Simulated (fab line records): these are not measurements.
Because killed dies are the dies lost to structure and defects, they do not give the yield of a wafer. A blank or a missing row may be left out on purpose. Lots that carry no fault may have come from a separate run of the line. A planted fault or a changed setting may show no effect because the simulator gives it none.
Which tool is to blame?	flow n5_finfet	24 lots, 72 wafers sampled, at 6 steps of a route of 1938

WHAT THE GAUGES SHOWED, per wafer
N5_BEOL_M3_THK_MEAS_01. Usual: for M3_ILD_THK the level is 78.9 nm and the standard deviation is 0.95.
lot	measured	on	M3_ILD_THK (nm)	flag
L074	day 7 00:13	film_metro-01	79.3 79.3 80.4	
L075	day 7 02:12	film_metro-01	76.4 77.0 77.5	
L076	day 7 08:50	film_metro-01	78.8 79.0 80.0	
L077	day 7 19:23	film_metro-01	79.0 79.4 79.7	
L078	day 8 02:31	film_metro-01	79.3 79.5 79.3	
L079	day 8 07:34	film_metro-01	78.1 78.8 77.8	
L080	day 8 10:37	film_metro-01	78.6 78.6 78.7	
L081	day 8 21:47	film_metro-01	79.0 77.4 78.6	
L082	day 9 01:23	film_metro-02	78.4 80.0 79.2	
L084	day 9 03:35	film_metro-02	77.4 79.7 79.8	
L083	day 9 03:38	film_metro-02	78.0 79.5 79.4	
L085	day 9 16:03	film_metro-01	77.3 78.6 77.7	
L086	day 10 02:55	film_metro-01	78.5 80.0 80.0	
L087	day 10 15:10	film_metro-02	79.7 80.4 82.1	
L088	day 10 13:05	film_metro-01	78.5 78.9 78.8	
L089	day 10 16:43	film_metro-01	79.1 78.0 80.5	
L090	day 10 21:50	film_metro-01	77.7 77.7 79.6	
L091	day 11 05:18	film_metro-02	78.2 78.6 79.5	
L092	day 11 05:02	film_metro-02	79.1 78.3 78.6	
L093	day 11 15:02	film_metro-02	77.8 79.1 78.3	
L094	day 11 18:28	film_metro-01	78.3 79.2 78.3	
L095	day 12 16:31	film_metro-02	79.0 79.2 80.3	
L096	day 12 19:02	film_metro-01	77.5 78.7 79.6	
L097	day 12 22:47	film_metro-01	78.7 80.7 79.7	

EACH LOT AND THE TOOL THAT RAN IT (in order: tool; ch and the chambers of the sampled wafers; start)
lot	N5_BEOL_M2_ETCH_77	N5_BEOL_M2_TRENCH_ETCH_37	N5_BEOL_M2_PRE_CLEAN_45	N5_BEOL_M2_SPUTTER_88	N5_BEOL_M2_SPUTTER_90
L074	rie_diel-06 ch 0,1,3, day 6 14:59	rie_diel-06 ch 0,2,3, day 6 19:28 or earlier	pvd_sputter-01, day 6 19:28	pvd_sputter-01, day 6 20:55	pvd_sputter-01, day 6 21:08
L075	rie_diel-06 ch 0,1,3, day 6 15:05	rie_diel-03 ch 1,2,3, day 6 22:03 or earlier	pvd_sputter-02, day 6 22:03	pvd_sputter-01, day 7 00:08	pvd_sputter-01, day 7 00:22
L076	rie_diel-06 ch 1,2, day 6 20:04	rie_diel-06 ch 0,1,2, day 7 05:02 or earlier	pvd_sputter-01, day 7 05:02	pvd_sputter-02, day 7 06:47	pvd_sputter-02, day 7 07:01
L077	rie_diel-04 ch 0,2,3, day 7 13:34	rie_diel-04 ch 0,2,3, day 7 15:44 or earlier	pvd_sputter-02, day 7 15:44	pvd_sputter-01, day 7 17:18	pvd_sputter-01, day 7 17:31
L078	rie_diel-04 ch 0,2,3, day 7 21:43	rie_diel-04 ch 0,2,3, day 7 23:03 or earlier	pvd_sputter-02, day 7 23:03	pvd_sputter-02, day 8 00:27	pvd_sputter-02, day 8 00:40
L079	rie_diel-04 ch 2,3, day 7 23:04	rie_diel-04 ch 0,1,2, day 8 03:52 or earlier	pvd_sputter-03, day 8 03:52	pvd_sputter-03, day 8 05:31	pvd_sputter-03, day 8 05:44
L080	rie_diel-06 ch 0,1,2, day 8 04:39	rie_diel-04 ch 1,2,3, day 8 07:02 or earlier	pvd_sputter-03, day 8 07:02	pvd_sputter-01, day 8 08:34	pvd_sputter-01, day 8 08:47
L081	rie_diel-03 ch 1,2, day 8 08:11	rie_diel-04 ch 0,1, day 8 17:08 or earlier	pvd_sputter-01, day 8 17:08	pvd_sputter-01, day 8 19:00	pvd_sputter-01, day 8 19:13
L082	rie_diel-03 ch 2,3, day 8 15:25	rie_diel-04 ch 2,3, day 8 20:43 or earlier	pvd_sputter-02, day 8 20:43	pvd_sputter-03, day 8 23:08	pvd_sputter-03, day 8 23:21
L084	rie_diel-03 ch 1,2,3, day 8 20:47	rie_diel-04 ch 2,3, day 9 00:00 or earlier	pvd_sputter-02, day 9 00:00	pvd_sputter-02, day 9 01:29	pvd_sputter-02, day 9 01:42
L083	rie_diel-04 ch 0,2,3, day 8 21:37	rie_diel-03 ch 0,1,2, day 9 00:05 or earlier	pvd_sputter-02, day 9 00:05	pvd_sputter-01, day 9 01:35	pvd_sputter-01, day 9 01:49
L085	rie_diel-06 ch 0,1,2, day 9 08:47	rie_diel-03 ch 2,3, day 9 10:53 or earlier	pvd_sputter-01, day 9 10:53	pvd_sputter-01, day 9 13:58	pvd_sputter-01, day 9 14:11
L086	rie_diel-06 ch 1,2, day 9 17:43	rie_diel-04 ch 0,1, day 9 23:13 or earlier	pvd_sputter-03, day 9 23:13	pvd_sputter-02, day 10 00:46	pvd_sputter-02, day 10 00:59
L087	rie_diel-06 ch 0,2,3, day 9 20:59	rie_diel-06 ch 1,2, day 10 09:48 or earlier	pvd_sputter-01, day 10 09:48	pvd_sputter-03, day 10 12:47	pvd_sputter-03, day 10 13:00
L088	rie_diel-06 ch 0,3, day 10 03:19	rie_diel-03 ch 0,2,3, day 10 09:33 or earlier	pvd_sputter-01, day 10 09:33	pvd_sputter-03, day 10 10:56	pvd_sputter-03, day 10 11:10
L089	rie_diel-06 ch 1,3, day 10 04:43	rie_diel-04 ch 1,2, day 10 13:10 or earlier	pvd_sputter-01, day 10 13:10	pvd_sputter-03, day 10 14:37	pvd_sputter-03, day 10 14:50
L090	rie_diel-04 ch 0,1, day 10 08:53	rie_diel-04 ch 1,2, day 10 16:52 or earlier	pvd_sputter-03, day 10 16:52	pvd_sputter-01, day 10 19:40	pvd_sputter-01, day 10 19:53
L091	rie_diel-06 ch 1,2, day 10 15:19	rie_diel-03 ch 2,3, day 11 01:26 or earlier	pvd_sputter-01, day 11 01:26	pvd_sputter-03, day 11 03:15	pvd_sputter-03, day 11 03:28
L092	rie_diel-06 ch 0,1,3, day 10 21:38	rie_diel-06 ch 0,1,3, day 11 01:31 or earlier	pvd_sputter-01, day 11 01:31	pvd_sputter-01, day 11 02:58	pvd_sputter-01, day 11 03:11
L093	rie_diel-06 ch 0,1,3, day 11 06:44	rie_diel-04 ch 0,1,2, day 11 11:18 or earlier	pvd_sputter-02, day 11 11:18	pvd_sputter-01, day 11 12:58	pvd_sputter-01, day 11 13:11
L094	rie_diel-06 ch 0,3, day 11 10:42	rie_diel-04 ch 0,1,2, day 11 14:34 or earlier	pvd_sputter-03, day 11 14:34	pvd_sputter-03, day 11 16:17	pvd_sputter-03, day 11 16:31
L095	rie_diel-06 ch 0,2, day 12 00:32	rie_diel-04 ch 0,2,3, day 12 12:55 or earlier	pvd_sputter-02, day 12 12:55	pvd_sputter-03, day 12 14:27	pvd_sputter-03, day 12 14:40
L096	rie_diel-06 ch 0,1,3, day 12 00:43	rie_diel-03 ch 0,1,3, day 12 15:34 or earlier	pvd_sputter-01, day 12 15:34	pvd_sputter-03, day 12 16:58	pvd_sputter-03, day 12 17:11
L097	rie_diel-04 ch 0,1,2, day 12 08:35	rie_diel-03 ch 0,3, day 12 18:50 or earlier	pvd_sputter-03, day 12 18:50	pvd_sputter-03, day 12 20:37	pvd_sputter-03, day 12 20:50
- N5_BEOL_M2_ETCH_77: etches underlayer in N2/H2, target depth 6.5 nm, time 5.2 s.
- N5_BEOL_M2_TRENCH_ETCH_37: etches SiOC in C4F6/O2, target depth 55.555 nm, time 29.2 s.
- N5_BEOL_M2_PRE_CLEAN_45: time 30 s.
- N5_BEOL_M2_SPUTTER_88: material Cu, target thk 4.5 nm, time 8.29 s.
- N5_BEOL_M2_SPUTTER_90: material Cu, target thk 4.5 nm, time 8.29 s.

WHAT THE TOOLS THEMSELVES READ (means of the sampled wafers that have a number; where no wafer has one, the mark that the record gives instead)
N5_BEOL_M2_ETCH_77. Usual: value, then standard deviation, for each; bias_w 149.9 W / 0.46; drypump_motor_current_A 5.5 A / 0.43; etch_rf_on_time_s 5.19 s / 0.094; oes_product_au 0.67 a.u. / 0.064; rf_vpp_V 523.9 V / 2.7; showerhead_plenum_p_Torr 2.54 Torr / 0.085; throttle_valve_pct 17.9 % / 0.31.
lot	tool	bias_w (W)	drypump_motor_current_A (A)	etch_rf_on_time_s (s)	oes_product_au (a.u.)	rf_vpp_V (V)	showerhead_plenum_p_Torr (Torr)	throttle_valve_pct (%)	flag
L074	rie_diel-06	149.7	5.8	5.21	0.63	523.1	2.54	17.9	
L075	rie_diel-06	149.6	5.8	5.29	0.63	523.7	2.54	17.9	
L076	rie_diel-06	150.2	5.2	5.15	0.68	521.8	2.46	18.1	
L077	rie_diel-04	150.2	5.5	5.07	0.75	527.1	2.63	17.6	
L078	rie_diel-04	149.8	5.5	5.04	0.74	525.2	2.63	17.6	
L079	rie_diel-04	149.5	5.6	5.11	0.75	524.2	2.59	17.4	
L080	rie_diel-06	149.9	5.2	5.16	0.66	520.4	2.48	17.9	
L081	rie_diel-03	149.5	5.6	5.34	0.63	524.3	2.57	17.7	
L082	rie_diel-03	150.0	5.7	5.22	0.81	527.3	2.64	17.9	
L084	rie_diel-03	150.0	5.6	5.31	0.72	524.5	2.60	17.8	
L083	rie_diel-04	150.4	5.5	5.12	0.73	526.1	2.63	17.6	
L085	rie_diel-06	150.0	5.3	5.17	0.65	522.3	2.48	18.0	
L086	rie_diel-06	150.3	5.2	5.16	0.65	523.2	2.45	18.2	
L087	rie_diel-06	149.4	5.7	5.27	0.63	523.0	2.53	18.0	
L088	rie_diel-06	150.0	5.8	5.23	0.61	524.7	2.55	17.9	
L089	rie_diel-06	150.4	6.1	5.12	0.62	523.4	2.56	18.2	
L090	rie_diel-04	150.1	5.5	5.20	0.72	527.5	2.66	18.0	
L091	rie_diel-06	150.1	5.1	5.18	0.67	521.3	2.46	18.1	
L092	rie_diel-06	150.3	5.8	5.20	0.61	523.4	2.53	18.0	
L093	rie_diel-06	149.9	5.8	5.19	0.61	524.1	2.53	18.0	
L094	rie_diel-06	150.3	6.2	5.23	0.59	525.1	2.59	18.0	
L095	rie_diel-06	149.5	5.2	5.23	0.64	522.1	2.47	18.0	
L096	rie_diel-06	149.5	5.8	5.23	0.61	523.7	2.52	18.0	
L097	rie_diel-04	150.0	5.6	5.23	0.70	525.2	2.62	17.8	

N5_BEOL_M2_TRENCH_ETCH_37. Usual: bias_w 184.9 W, standard deviation 0.61; drypump_motor_current_A 5.54 A, standard deviation 0.28; oes_product_au 0.84 a.u., standard deviation 0.071; rf_vpp_V 666 V, standard deviation 6; showerhead_plenum_p_Torr 2.89 Torr, standard deviation 0.077; throttle_valve_pct 20.8 %, standard deviation 0.31.
lot	tool	bias_w (W)	drypump_motor_current_A (A)	oes_product_au (a.u.)	rf_vpp_V (V)	showerhead_plenum_p_Torr (Torr)	throttle_valve_pct (%)	flag
L074	rie_diel-06	185.1	5.65	0.76	665	2.85	20.9	
L075	rie_diel-03	185.6	5.65	0.77	676	2.92	20.9	
L076	rie_diel-06	184.2	5.26	0.78	661	2.79	21.0	
L077	rie_diel-04	184.9	5.54	0.87	666	2.93	20.6	
L078	rie_diel-04	185.4	5.53	0.88	665	2.93	20.6	
L079	rie_diel-04	184.9	5.61	0.89	666	2.94	20.7	
L080	rie_diel-04	185.0	5.64	0.90	666	2.91	20.5	
L081	rie_diel-04	185.7	5.64	0.92	666	2.94	20.8	
L082	rie_diel-04	184.4	5.58	0.89	664	2.89	20.4	
L084	rie_diel-04	184.9	5.64	0.86	666	2.89	20.4	
L083	rie_diel-03	185.0	5.43	0.80	670	2.87	20.8	
L085	rie_diel-03	184.4	5.69	0.94	674	2.95	20.9	
L086	rie_diel-04	185.0	5.62	0.88	667	2.94	20.8	
L087	rie_diel-06	185.6	5.20	0.76	659	2.74	21.2	
L088	rie_diel-03	185.0	5.46	0.88	670	2.90	20.8	
L089	rie_diel-04	184.7	5.73	0.88	667	2.90	20.6	
L090	rie_diel-04	184.9	5.69	0.86	666	2.90	20.5	
L091	rie_diel-03	184.9	5.68	0.87	677	2.98	20.7	
L092	rie_diel-06	184.9	5.76	0.72	663	2.83	21.0	
L093	rie_diel-04	185.3	5.60	0.84	666	2.92	20.7	
L094	rie_diel-04	185.3	5.61	0.83	666	2.92	20.7	
L095	rie_diel-04	184.6	5.54	0.81	665	2.91	20.6	
L096	rie_diel-03	184.6	5.43	0.87	666	2.82	20.9	
L097	rie_diel-03	185.5	5.29	0.84	661	2.81	21.0	

N5_BEOL_M2_PRE_CLEAN_45. Usual: heater_power_w at 336 W, with a standard deviation of 40.
lot	tool	heater_power_w (W)	flag
L074	pvd_sputter-01	313	
L075	pvd_sputter-02	359	
L076	pvd_sputter-01	336	
L077	pvd_sputter-02	352	
L078	pvd_sputter-02	355	
L079	pvd_sputter-03	304	
L080	pvd_sputter-03	319	
L081	pvd_sputter-01	320	
L082	pvd_sputter-02	351	
L084	pvd_sputter-02	373	
L083	pvd_sputter-02	388	
L085	pvd_sputter-01	327	
L086	pvd_sputter-03	305	
L087	pvd_sputter-01	339	
L088	pvd_sputter-01	316	
L089	pvd_sputter-01	338	
L090	pvd_sputter-03	317	
L091	pvd_sputter-01	299	
L092	pvd_sputter-01	320	
L093	pvd_sputter-02	374	
L094	pvd_sputter-03	327	
L095	pvd_sputter-02	391	
L096	pvd_sputter-01	312	
L097	pvd_sputter-03	304	

N5_BEOL_M2_SPUTTER_88. Usual: throttle_valve_pct at 30.2 %, with a standard deviation of 0.96.
lot	tool	throttle_valve_pct (%)	flag
L074	pvd_sputter-01	30.4	
L075	pvd_sputter-01	30.1	
L076	pvd_sputter-02	29.5	
L077	pvd_sputter-01	30.4	
L078	pvd_sputter-02	30.5	
L079	pvd_sputter-03	30.2	
L080	pvd_sputter-01	30.0	
L081	pvd_sputter-01	30.2	
L082	pvd_sputter-03	30.6	
L084	pvd_sputter-02	30.5	
L083	pvd_sputter-01	30.2	
L085	pvd_sputter-01	30.4	
L086	pvd_sputter-02	31.1	
L087	pvd_sputter-03	29.6	
L088	pvd_sputter-03	29.9	
L089	pvd_sputter-03	30.2	
L090	pvd_sputter-01	30.5	
L091	pvd_sputter-03	29.6	
L092	pvd_sputter-01	30.4	
L093	pvd_sputter-01	29.8	
L094	pvd_sputter-03	30.1	
L095	pvd_sputter-03	30.6	
L096	pvd_sputter-03	30.4	
L097	pvd_sputter-03	30.7	

N5_BEOL_M2_SPUTTER_90. Usual: throttle_valve_pct at 30.2 %, with a standard deviation of 0.95.
lot	tool	throttle_valve_pct (%)	flag
L074	pvd_sputter-01	30.4	
L075	pvd_sputter-01	30.0	
L076	pvd_sputter-02	29.7	
L077	pvd_sputter-01	30.4	
L078	pvd_sputter-02	30.4	
L079	pvd_sputter-03	30.2	
L080	pvd_sputter-01	30.1	
L081	pvd_sputter-01	30.1	
L082	pvd_sputter-03	30.5	
L084	pvd_sputter-02	30.4	
L083	pvd_sputter-01	30.1	
L085	pvd_sputter-01	30.5	
L086	pvd_sputter-02	31.1	
L087	pvd_sputter-03	29.5	
L088	pvd_sputter-03	30.0	
L089	pvd_sputter-03	30.3	
L090	pvd_sputter-01	30.3	
L091	pvd_sputter-03	29.5	
L092	pvd_sputter-01	30.4	
L093	pvd_sputter-01	29.8	
L094	pvd_sputter-03	30.3	
L095	pvd_sputter-03	30.5	
L096	pvd_sputter-03	30.4	
L097	pvd_sputter-03	30.8	

THE ANSWER, worked out from the rows above alone
Rule: a lot is off if the mean of its wafers that have a number lies more than 3 standard deviations from the usual mean. A lot without any number at a reading at which 4 lots or more have one is off too. All remaining lots with rows at the step are treated as sound. The gauges are gone through in route order, then the tools' own readings, and for those a lot's mean is taken as printed above. The first step at which some lot is off is used, and at that step the reading that is off furthest; a lot without a number counts as furthest.
Across all readings shown, no lot is off: no conclusion can be drawn from this.

WHAT THE SIMULATOR HAD PUT IN
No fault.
